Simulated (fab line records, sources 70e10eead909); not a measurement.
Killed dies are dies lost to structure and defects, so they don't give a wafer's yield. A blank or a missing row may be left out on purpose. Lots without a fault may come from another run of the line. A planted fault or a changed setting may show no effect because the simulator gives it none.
fab line records | flow nand_harc
record lots=14 wafers=42 last_day=33
route steps=1302 shown A_SLIT@936 A_WL_FILL@954
lots that met no fault: from a run of the same line without faults
start_h: hours from the record's first day to the start of the lot's first wafer shown | wait_h: hours since the lot's step before | " the same as in the row above | L1.1+2: a row that stands for several wafers | - no value, or no start given | * or withheld: withheld | < > ~ a bound
route shown NAME@n: a module of which the file shows steps, and the number in the route of the first | usual: mean/standard deviation of fault-free wafers | same: alike in all rows | chamber/n: place in a boat | sites: the reading at each site | _std_site: their standard deviation | _edge_site: outer sites' mean less inner sites' | radius_mm: how far each site lies from the wafer's centre | mask NAME#n: copy n | behind: the tool/chamber that last shaped the wafer | hold: why the lot was held/for how many hours/how that ended | device: the transistor (n, p or np) that didn't switch | end of line: the same wafers' tests at the end of the route | a step without rows: its recipe alone | killed: dies lost to structure and defects at the first sort, not the wafer's yield | map: a wafer's dies, x killed, . not, _ none there
set.NAME: the setting as run; set.NAME@STEP: as run at that earlier step | model.NAME: the simulator's own value behind a step, which no gauge read
steps of the route over a sample of lots; a table a step, a row a wafer
services: from which hour (start_h, from the record's first day; less than 0 if before it) a tool's chamber was out of use, for how many hours, and why
## steps
# step NHARC_A_SLIT_DESCUM_14
# recipe time_s=3 o2_flow_sccm=200 ar_flow_sccm=0 bias_power_w=0 chemistry=O2
# usual drypump_motor_current_A=5.6/0.41 oes_product_au=0.997/0.01 rf_vpp_V=57.8/0.95 showerhead_plenum_p_Torr=1.92/0.089 throttle_valve_pct=11.310/0.009
# columns lot.wafer tool chamber start_h wait_h drypump_motor_current_A oes_product_au rf_hours_counter_h rf_vpp_V showerhead_plenum_p_Torr throttle_valve_pct
L360.4 rie_diel-11 1 461.04 0.1 5.4 0.995 1.4 59.5 2.05 11.298
L360.1 " 3 " " 5.4 0.999 0.1 57.0 1.90 11.309
L360.5 " 2 " " 6.3 0.992 - 57.0 1.85 11.308
L359.3 rie_diel-06 3 461.35 0.1 6.1 1.006 8.8 58.9 1.99 11.310
L359.2 " 1 " " 5.7 0.990 6.4 57.3 1.84 11.324
L359.6 " 2 " " 4.6 0.999 - 57.0 2.02 11.310
L358.4 rie_diel-11 3 464.67 0.1 5.4 0.999 1.0 58.3 1.90 11.310
L358.5 " 1 " " 5.4 0.999 - 59.3 2.05 11.305
L358.6 " 2 " " 6.3 0.987 - 57.6 1.85 11.307
L361.2 rie_diel-06 1 469.83 0.1 5.7 0.993 7.8 57.9 1.84 11.312
L361.4 " 2 " " 4.6 0.993 9.0 59.0 2.02 11.315
L361.5 " 0 " " 6.1 0.967 - 58.6 2.04 11.332
L363.3 rie_diel-11 1 486.76 0.1 5.4 0.998 4.3 58.7 2.05 11.309
L363.2 " 2 " " 6.3 0.995 4.0 57.6 1.85 11.321
L363.1 " 3 " " 5.4 1.006 2.7 57.1 1.90 11.303
L364.2 rie_diel-07 3 501.19 0.1 5.7 1.000 1.3 56.5 1.83 11.308
L364.5 " 3 " " 5.7 0.999 - 59.5 1.83 11.319
L364.6 " 0 " " 5.6 1.009 - 56.6 1.83 11.321
L365.1 rie_diel-11 0 522.29 0.1 5.7 0.987 5.7 58.1 1.99 11.326
L365.5 " 2 " " 6.3 0.991 - 57.7 1.85 11.304
L365.6 " 3 " " 5.4 1.003 - 58.5 1.90 11.295
L366.1 rie_diel-07 2 523.13 0.1 5.4 0.980 3.4 58.5 1.80 11.311
L366.4 " 3 " " 5.7 0.991 2.8 57.6 1.83 11.309
L366.6 " 3 " " 5.7 0.996 - 57.8 1.83 11.310
L367.3 rie_diel-11 0 538.51 0.1 5.7 1.001 6.7 57.9 1.99 11.311
L367.2 " 2 " " 6.3 0.997 6.8 57.9 1.85 11.310
L367.5 " 0 " " 5.7 1.006 - 55.6 1.99 11.298
L369.4 rie_diel-07 1 570.91 0.1 5.1 0.988 5.3 59.0 1.91 11.305
L369.1 " 2 " " 5.3 0.985 5.4 56.4 1.80 11.312
L369.3 " 0 " " 5.7 0.996 4.7 56.9 1.83 11.308
L368.3 rie_diel-07 2 572.80 0.1 5.4 0.994 5.9 56.9 1.80 11.288
L368.2 " 0 " " 5.6 1.013 5.7 58.6 1.83 11.317
L368.6 " 2 " " 5.3 0.986 - 57.1 1.80 11.289
L375.1 rie_diel-06 1 622.04 0.1 5.6 1.010 4.5 58.7 1.83 11.322
L375.2 " 3 " " 6.1 1.016 3.8 57.4 1.99 11.316
L375.6 " 0 " " 6.1 0.999 - 58.3 2.04 11.308
L380.1 rie_diel-11 1 651.10 0.1 5.4 1.004 3.0 58.6 2.04 11.309
L380.3 " 2 " " 6.3 0.981 2.5 57.4 1.84 11.298
L380.6 " 2 " " 6.3 0.995 - 56.9 1.84 11.305
L381.4 rie_diel-07 3 686.03 0.1 5.7 1.007 1.5 56.3 1.83 11.299
L381.3 " 0 " " 5.6 0.999 1.6 57.7 1.83 11.308
L381.6 " 3 " " 5.7 0.999 - 58.1 1.83 11.317
# step NHARC_A_WL_FILL_ALD_02
# recipe target_thk_a=20 pulse_time_s=3 ald_cycles=100 temp_c=450 material=TiN
# usual heater_power_w=1073/100 precursor_pulse_height_rel=0.997/0.02
# same pulse_time_s=3
# columns lot.wafer tool chamber start_h wait_h heater_power_w precursor_pulse_height_rel
L360.1 ald_metal-03 2 476.62 0.2 1136 0.973
L360.4 " 0 " " 1105 0.980
L360.5 " 2 " " 1177 1.019
L359.3 ald_metal-01 3 476.82 0.1 1059 1.016
L359.2 " 0 " " 960 0.990
L359.6 " 3 " " 1084 0.987
L358.4 ald_metal-03 3 481.76 0.2 1032 1.011
L358.5 " 0 " " 1077 0.987
L358.6 " 1 " " 1067 1.012
L361.4 ald_metal-04 1 485.37 0.1 1009 1.003
L361.2 " 3 " " 1073 1.025
L361.5 " 2 " " 1151 1.007
L363.1 ald_metal-03 3 500.33 0.2 992 1.020
L363.3 " 1 " " 1080 0.971
L363.2 " 2 " " 1154 0.969
L364.2 ald_metal-04 3 515.11 0.2 1082 0.987
L364.5 " 2 " " 1133 1.041
L364.6 " 3 " " 1085 0.971
L365.1 ald_metal-04 3 535.84 0.3 1067 0.994
L365.6 " 1 " " 991 0.979
L365.5 " 2 " " 1131 0.996
L366.1 ald_metal-03 3 535.97 0.2 1036 1.006
L366.4 " 0 " " 1073 1.003
L366.6 " 3 " " 1007 0.989
L367.3 ald_metal-03 3 552.04 0.2 1047 0.999
L367.2 " 0 " " 1078 0.980
L367.5 " 1 " " 1064 1.010
L369.1 ald_metal-01 3 584.61 0.2 1081 0.952
L369.4 " 1 " " 1172 0.977
L369.3 " 2 " " 883 1.006
L368.2 ald_metal-03 3 588.69 0.2 997 0.994
L368.3 " 0 " " 1046 1.028
L368.6 " 3 " " 983 0.993
L375.1 ald_metal-01 2 635.96 0.2 891 1.000
L375.2 " 0 " " 950 0.991
L375.6 " 2 " " 871 1.026
L380.3 ald_metal-04 3 665.00 0.1 1089 1.007
L380.1 " 2 " " 1135 1.016
L380.6 " 2 " " 1146 0.985
L381.4 ald_metal-04 3 699.43 0.1 1082 1.057
L381.3 " 1 " " 968 0.975
L381.6 " 3 " " 1094 1.003
# step NHARC_A_WL_FILL_CVD_03
# recipe target_thk_a=400 temp_c=300 pressure_torr=40 wf6_flow_sccm=40 h2_flow_sccm=1600 ar_flow_sccm=1560 time_s=279 material=W
# usual heater_power_w=445/24 throttle_valve_pct=7.77/0.23
# columns lot.wafer tool chamber start_h wait_h heater_power_w throttle_valve_pct
L360.1 cvd_w-01 0 477.06 0.1 468 7.40
L360.4 " 0 " " 456 7.34
L360.5 " 1 " " 464 7.36
L359.2 cvd_w-02 0 477.31 0.1 412 8.13
L359.3 " 1 " " 442 7.96
L359.6 " 0 " " 406 8.23
L358.4 cvd_w-02 0 482.19 0.2 412 7.82
L358.5 " 0 " " 418 7.77
L358.6 " 1 " " 439 7.75
L361.2 cvd_w-01 0 485.86 0.1 459 7.55
L361.4 " 1 " " 461 7.50
L361.5 " 1 " " 476 7.50
L363.2 cvd_w-01 1 500.76 0.1 481 7.81
L363.1 " 0 " " 464 7.79
L363.3 " 0 " " 481 7.76
L364.2 cvd_w-02 0 515.51 0.1 403 8.01
L364.6 " 0 " " 413 8.20
L364.5 " 1 " " 438 7.82
L365.1 cvd_w-01 1 536.25 0.1 473 7.86
L365.6 " 0 " " 462 7.53
L365.5 " 1 " " 470 7.64
L366.1 cvd_w-02 1 536.37 0.1 438 7.92
L366.4 " 1 " " 436 7.95
L366.6 " 1 " " 438 7.52
L367.2 cvd_w-02 0 552.51 0.2 405 7.96
L367.3 " 0 " " 413 7.90
L367.5 " 0 " " 407 8.18
L369.1 cvd_w-01 0 585.10 0.1 471 7.74
L369.3 " 1 " " 442 7.79
L369.4 " 0 " " 477 7.52
L368.2 cvd_w-02 0 589.09 0.1 434 8.07
L368.3 " 1 " " 434 7.97
L368.6 " 0 " " 418 8.03
L375.1 cvd_w-01 0 636.58 0.2 473 7.62
L375.2 " 1 " " 436 7.94
L375.6 " 0 " " 473 7.46
L380.1 cvd_w-01 1 665.56 0.1 434 8.06
L380.3 " 0 " " 464 7.60
L380.6 " 1 " " 440 7.75
L381.3 cvd_w-02 0 699.97 0.2 407 7.60
L381.4 " 1 " " 439 7.92
L381.6 " 1 " " 435 7.82
# step NHARC_A_WL_FILL_ETCHBACK_04
# recipe target_depth_a=600 time_s=120 chemistry=NF3
# usual drypump_motor_current_A=5.8/0.39 oes_product_au=0.997/0.0093 run_length_s=141.3/0.34
# columns lot.wafer tool chamber start_h wait_h drypump_motor_current_A oes_product_au rf_hours_counter_h run_length_s
L360.1 rie_metal-01 1 477.47 0.4 5.8 0.993 1.3 141.3
L360.4 " 1 " " 5.7 1.003 - 141.2
L360.5 " 0 " " 6.4 1.007 - 140.7
L359.2 rie_metal-02 0 477.68 0.3 5.4 0.992 0.2 141.8
L359.3 " 1 " " 6.0 0.996 - 141.5
L359.6 " 0 " " 5.4 0.994 - 141.5
L358.4 rie_metal-01 1 482.53 0.3 5.8 0.998 - 141.4
L358.6 " 1 " " 5.7 1.006 - 141.5
L358.5 " 0 " " 6.5 1.009 - 140.7
L361.2 rie_metal-03 0 486.25 0.3 5.4 0.996 - 141.3
L361.4 " 0 " " 5.4 0.996 - 141.1
L361.5 " 0 " " 5.4 1.005 - 140.9
L363.1 rie_metal-03 0 501.14 0.3 5.4 0.991 2.8 141.0
L363.2 " 0 " " 5.4 1.000 - 141.2
L363.3 " 0 " " 5.4 0.996 - 141.3
L364.2 rie_metal-02 0 515.92 0.4 5.4 0.995 0.8 141.4
L364.5 " 1 " " 6.1 1.005 - 141.7
L364.6 " 0 " " 5.4 0.985 - 141.6
L365.1 rie_metal-02 1 536.61 0.3 6.0 1.006 1.3 141.7
L365.6 " 0 " " 5.4 0.975 - 141.5
L365.5 " 1 " " 6.1 1.005 - 141.4
L366.1 rie_metal-01 1 536.74 0.3 5.7 1.001 2.4 141.1
L366.4 " 1 " " 5.7 0.991 - 141.1
L366.6 " 1 " " 5.8 0.994 - 141.1
L367.2 rie_metal-03 0 553.12 0.5 5.4 1.013 0.4 141.4
L367.3 " 1 " " 6.0 0.993 - 141.7
L367.5 " 0 " " 5.4 0.995 - 141.0
L369.1 rie_metal-02 0 585.42 0.3 5.4 0.997 2.0 141.9
L369.4 " 0 " " 5.4 0.995 - 141.6
L369.3 " 1 " " 6.0 1.003 - 141.9
L368.2 rie_metal-03 0 589.45 0.3 5.4 0.992 1.1 141.0
L368.3 " 0 " " 5.4 0.984 - 141.0
L368.6 " 0 " " 5.4 0.994 - 140.9
L375.2 rie_metal-01 0 636.96 0.3 6.5 0.993 1.0 141.5
L375.1 " 1 " " 5.7 0.992 1.0 141.3
L375.6 " 0 " " 6.5 1.008 - 140.6
L380.1 rie_metal-01 1 665.92 0.3 5.8 0.991 1.5 99.8
L380.3 " 0 " " 6.5 0.994 - 140.9
L380.6 " 0 " " 6.5 0.987 - 99.2
L381.3 rie_metal-01 1 700.30 0.3 5.7 0.998 - 141.1
L381.4 " 0 " " 6.5 1.003 - 99.4
L381.6 " 0 " " 6.5 0.999 - 99.3
## services
# columns tool chamber start_h hours kind
rie_diel-11 3 439.92 15.1 repair
ald_metal-04 - 440.00 0.2 repair
cvd_w-02 - 450.00 13.0 pm
cvd_w-01 - 470.51 0.5 repair
rie_diel-07 - 471.25 9.0 pm
ald_metal-04 - 474.00 10.0 pm
cvd_w-01 - 508.18 0.5 repair
rie_diel-07 2 510.65 2.2 repair
rie_diel-11 - 518.05 0.7 repair
rie_metal-01 0 535.62 14.3 repair
cvd_w-02 1 546.98 16.6 repair
cvd_w-01 - 547.00 13.0 pm
rie_metal-01 1 547.60 2.7 repair
rie_diel-07 3 562.37 4.8 repair
ald_metal-03 - 568.00 10.0 pm
rie_metal-01 - 575.00 9.0 pm
ald_metal-04 0 576.18 29.7 repair
ald_metal-04 - 577.94 1.7 repair
ald_metal-03 - 581.42 0.8 repair
rie_diel-11 - 609.67 9.0 pm
cvd_w-01 1 616.02 3.0 repair
cvd_w-02 - 631.00 13.0 pm
cvd_w-01 0 672.74 5.0 repair
rie_diel-11 0 678.53 6.5 repair
## key
first_sign step=NHARC_A_WL_FILL_ETCHBACK_04 reading=run_length_s direction=down sigmas=99+ usual=* struck=*
effect none on later readings
met_at NHARC_A_WL_FILL_ETCHBACK_04
struck_lots L380,L381
struck_wafers L380.1,L380.6,L381.4,L381.6
later_rows_left_out L380.1,L380.6,L381.4,L381.6
sort_left_out L380.1,L380.6,L381.4,L381.6
tester_left_out L380,L381
not_acting_at NHARC_A_SLIT_DESCUM_14,NHARC_A_WL_FILL_ALD_02,NHARC_A_WL_FILL_CVD_03
onset_between 636.96 665.92
fault kind=process_parameter_drift tool=rie_metal-01 chamber=- onset_h=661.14 steps=NHARC_A_WL_FILL_ETCHBACK_04 channel=time_s offset=* shape=step end_h=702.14 scope=struck_wafers_only acts_in=* stated=*
# tester_left_out: of these lots the tester's yield and bins aren't shown, on N5 and GAA mostly nor the transistor test; their killed dies are dies lost to structure and defects alone, not to doping, threshold or leakage, so they don't give the yield
# sort_left_out: the simulated sort isn't trusted on such a fault, so these wafers' sort isn't shown, and their yield isn't known
# later_rows_left_out: the simulator's readings of these wafers behind a module that went badly wrong aren't trusted and aren't shown, but for the sort
